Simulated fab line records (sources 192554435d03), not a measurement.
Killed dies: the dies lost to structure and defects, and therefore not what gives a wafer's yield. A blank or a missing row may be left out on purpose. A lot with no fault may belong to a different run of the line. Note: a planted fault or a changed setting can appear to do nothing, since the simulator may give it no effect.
Lot-split experiment :: flow n5Finfet :: 39 wafers read from 7 lots, route of 1938 steps

== THE SPLIT ==
At N5_SD_EPI_P_EPI_21 (deposits SiGe:B, time 355 s), the setting pressureTorr was moved away from the recipe's 20 Torr on 30 of the 39 wafers read, by -17.7% to +16.8%. The other wafers ran this setting at the recipe's value.

== FROM THE SPLIT TO THE READING: what the file shows between them, 3 steps ==
- N5_SD_EPI_P_HM_STRIP_48: strips SiNx in H3PO4, material SiNx, target depth 3 nm
- N5_SD_ACTIVATION_RTA_00: time 0 s
- N5_SD_ACTIVATION_LSA_01: time 0.0008 s

== THE READING ==
At N5_SD_ACTIVATION_RS_MEAS_03, a four-point-probe measurement gives RS_SD_P in ohm/sq. Typical for fault-free wafers on this fab line: 56.5 ohm/sq, with standard deviation 1.1 ohm/sq.

wafer: L076.2
tool, chamber at the split: epiRpcvd-04, 0
pressureTorr as run, Torr: 20
against the recipe: recipe
RS_SD_P, ohm/sq: 56.9
against lot-mates on the recipe: -

wafer: L076.4
tool, chamber at the split: epiRpcvd-04, 0
pressureTorr as run, Torr: 20
against the recipe: recipe
RS_SD_P, ohm/sq: 56.7
against lot-mates on the recipe: -

wafer: L076.6
tool, chamber at the split: epiRpcvd-04, 0
pressureTorr as run, Torr: 20
against the recipe: recipe
RS_SD_P, ohm/sq: 56.8
against lot-mates on the recipe: -

wafer: L079.1
tool, chamber at the split: epiRpcvd-04, 0
pressureTorr as run, Torr: 18.05
against the recipe: -9.7%
RS_SD_P, ohm/sq: 60.6
against lot-mates on the recipe: no lot-mate on the recipe

wafer: L079.2
tool, chamber at the split: epiRpcvd-04, 0
pressureTorr as run, Torr: 18.05
against the recipe: -9.7%
RS_SD_P, ohm/sq: 60.7
against lot-mates on the recipe: no lot-mate on the recipe

wafer: L079.3
tool, chamber at the split: epiRpcvd-04, 0
pressureTorr as run, Torr: 18.05
against the recipe: -9.7%
RS_SD_P, ohm/sq: 60.3
against lot-mates on the recipe: no lot-mate on the recipe

wafer: L079.4
tool, chamber at the split: epiRpcvd-04, 0
pressureTorr as run, Torr: 18.05
against the recipe: -9.7%
RS_SD_P, ohm/sq: 61.6
against lot-mates on the recipe: no lot-mate on the recipe

wafer: L079.5
tool, chamber at the split: epiRpcvd-04, 0
pressureTorr as run, Torr: 18.05
against the recipe: -9.7%
RS_SD_P, ohm/sq: 61.5
against lot-mates on the recipe: no lot-mate on the recipe

wafer: L079.6
tool, chamber at the split: epiRpcvd-04, 0
pressureTorr as run, Torr: 18.05
against the recipe: -9.7%
RS_SD_P, ohm/sq: 60.8
against lot-mates on the recipe: no lot-mate on the recipe

wafer: L086.1
tool, chamber at the split: epiRpcvd-04, 0
pressureTorr as run, Torr: 22.29
against the recipe: +11.5%
RS_SD_P, ohm/sq: 52.3
against lot-mates on the recipe: no lot-mate on the recipe

wafer: L086.2
tool, chamber at the split: epiRpcvd-04, 0
pressureTorr as run, Torr: 22.29
against the recipe: +11.5%
RS_SD_P, ohm/sq: 53.0
against lot-mates on the recipe: no lot-mate on the recipe

wafer: L086.3
tool, chamber at the split: epiRpcvd-04, 0
pressureTorr as run, Torr: 22.29
against the recipe: +11.5%
RS_SD_P, ohm/sq: 53.1
against lot-mates on the recipe: no lot-mate on the recipe

wafer: L086.4
tool, chamber at the split: epiRpcvd-04, 0
pressureTorr as run, Torr: 22.29
against the recipe: +11.5%
RS_SD_P, ohm/sq: 51.4
against lot-mates on the recipe: no lot-mate on the recipe

wafer: L086.5
tool, chamber at the split: epiRpcvd-04, 0
pressureTorr as run, Torr: 22.29
against the recipe: +11.5%
RS_SD_P, ohm/sq: 53.2
against lot-mates on the recipe: no lot-mate on the recipe

wafer: L086.6
tool, chamber at the split: epiRpcvd-04, 0
pressureTorr as run, Torr: 22.29
against the recipe: +11.5%
RS_SD_P, ohm/sq: 52.6
against lot-mates on the recipe: no lot-mate on the recipe

wafer: L088.1
tool, chamber at the split: epiRpcvd-04, 0
pressureTorr as run, Torr: 16.46
against the recipe: -17.7%
RS_SD_P, ohm/sq: 62.9
against lot-mates on the recipe: no lot-mate on the recipe

wafer: L088.2
tool, chamber at the split: epiRpcvd-04, 0
pressureTorr as run, Torr: 16.46
against the recipe: -17.7%
RS_SD_P, ohm/sq: 63.7
against lot-mates on the recipe: no lot-mate on the recipe

wafer: L088.3
tool, chamber at the split: epiRpcvd-04, 0
pressureTorr as run, Torr: 16.46
against the recipe: -17.7%
RS_SD_P, ohm/sq: 63.2
against lot-mates on the recipe: no lot-mate on the recipe

wafer: L088.4
tool, chamber at the split: epiRpcvd-04, 0
pressureTorr as run, Torr: 16.46
against the recipe: -17.7%
RS_SD_P, ohm/sq: 63.0
against lot-mates on the recipe: no lot-mate on the recipe

wafer: L088.5
tool, chamber at the split: epiRpcvd-04, 0
pressureTorr as run, Torr: 16.46
against the recipe: -17.7%
RS_SD_P, ohm/sq: 63.2
against lot-mates on the recipe: no lot-mate on the recipe

wafer: L088.6
tool, chamber at the split: epiRpcvd-04, 0
pressureTorr as run, Torr: 16.46
against the recipe: -17.7%
RS_SD_P, ohm/sq: 63.4
against lot-mates on the recipe: no lot-mate on the recipe

wafer: L090.1
tool, chamber at the split: epiRpcvd-03, 0
pressureTorr as run, Torr: 20
against the recipe: recipe
RS_SD_P, ohm/sq: 56.8
against lot-mates on the recipe: -

wafer: L090.2
tool, chamber at the split: epiRpcvd-03, 0
pressureTorr as run, Torr: 20
against the recipe: recipe
RS_SD_P, ohm/sq: 58.2
against lot-mates on the recipe: -

wafer: L090.3
tool, chamber at the split: epiRpcvd-03, 0
pressureTorr as run, Torr: 20
against the recipe: recipe
RS_SD_P, ohm/sq: 57.7
against lot-mates on the recipe: -

wafer: L090.4
tool, chamber at the split: epiRpcvd-03, 0
pressureTorr as run, Torr: 20
against the recipe: recipe
RS_SD_P, ohm/sq: 58.1
against lot-mates on the recipe: -

wafer: L090.5
tool, chamber at the split: epiRpcvd-03, 0
pressureTorr as run, Torr: 20
against the recipe: recipe
RS_SD_P, ohm/sq: 58.3
against lot-mates on the recipe: -

wafer: L090.6
tool, chamber at the split: epiRpcvd-03, 0
pressureTorr as run, Torr: 20
against the recipe: recipe
RS_SD_P, ohm/sq: 57.9
against lot-mates on the recipe: -

wafer: L091.1
tool, chamber at the split: epiRpcvd-03, 0
pressureTorr as run, Torr: 21.95
against the recipe: +9.7%
RS_SD_P, ohm/sq: 53.3
against lot-mates on the recipe: no lot-mate on the recipe

wafer: L091.2
tool, chamber at the split: epiRpcvd-03, 0
pressureTorr as run, Torr: 21.95
against the recipe: +9.7%
RS_SD_P, ohm/sq: 53.2
against lot-mates on the recipe: no lot-mate on the recipe

wafer: L091.3
tool, chamber at the split: epiRpcvd-03, 0
pressureTorr as run, Torr: 21.95
against the recipe: +9.7%
RS_SD_P, ohm/sq: 53.9
against lot-mates on the recipe: no lot-mate on the recipe

wafer: L091.4
tool, chamber at the split: epiRpcvd-03, 0
pressureTorr as run, Torr: 21.95
against the recipe: +9.7%
RS_SD_P, ohm/sq: 54.3
against lot-mates on the recipe: no lot-mate on the recipe

wafer: L091.5
tool, chamber at the split: epiRpcvd-03, 0
pressureTorr as run, Torr: 21.95
against the recipe: +9.7%
RS_SD_P, ohm/sq: 53.1
against lot-mates on the recipe: no lot-mate on the recipe

wafer: L091.6
tool, chamber at the split: epiRpcvd-03, 0
pressureTorr as run, Torr: 21.95
against the recipe: +9.7%
RS_SD_P, ohm/sq: 53.8
against lot-mates on the recipe: no lot-mate on the recipe

wafer: L092.1
tool, chamber at the split: epiRpcvd-04, 0
pressureTorr as run, Torr: 23.36
against the recipe: +16.8%
RS_SD_P, ohm/sq: 50.5
against lot-mates on the recipe: no lot-mate on the recipe

wafer: L092.2
tool, chamber at the split: epiRpcvd-04, 0
pressureTorr as run, Torr: 23.36
against the recipe: +16.8%
RS_SD_P, ohm/sq: 50.3
against lot-mates on the recipe: no lot-mate on the recipe

wafer: L092.3
tool, chamber at the split: epiRpcvd-04, 0
pressureTorr as run, Torr: 23.36
against the recipe: +16.8%
RS_SD_P, ohm/sq: 50.8
against lot-mates on the recipe: no lot-mate on the recipe

wafer: L092.4
tool, chamber at the split: epiRpcvd-04, 0
pressureTorr as run, Torr: 23.36
against the recipe: +16.8%
RS_SD_P, ohm/sq: 50.2
against lot-mates on the recipe: no lot-mate on the recipe

wafer: L092.5
tool, chamber at the split: epiRpcvd-04, 0
pressureTorr as run, Torr: 23.36
against the recipe: +16.8%
RS_SD_P, ohm/sq: 50.2
against lot-mates on the recipe: no lot-mate on the recipe

wafer: L092.6
tool, chamber at the split: epiRpcvd-04, 0
pressureTorr as run, Torr: 23.36
against the recipe: +16.8%
RS_SD_P, ohm/sq: 49.8
against lot-mates on the recipe: no lot-mate on the recipe

THE FIT
A straight line over all 39 wafers: RS_SD_P changes by -0.377 ohm/sq for each +1% of pressureTorr; r = -0.99; the points scatter about the line by 0.62 ohm/sq.
Too few moved wafers have a lot-mate on the recipe to fit a line with each lot's own level taken away.

== THE WHOLE CHAIN: every reading that the file lists as answering this split, in the file's order ==
step: N5_SD_EPI_P_EPI_21
what it does: deposits SiGe:B, time 355 s
reading: SiGe-B_of_SD_EPI_P_EPI_21.thkNm (the simulator's own value, which no gauge read)
change (the file's fit): +0.239 nm for each +1% of the setting
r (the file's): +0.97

step: N5_SD_ACTIVATION_RS_MEAS_03
what it does: measures by four-point-probe
reading: RS_SD_P
change (the file's fit): -0.377 for each +1% of the setting
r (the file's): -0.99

== FILE'S OWN FIT ==
RS_SD_P changes by -0.377 ohm/sq for each +1% of pressureTorr, r = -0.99.
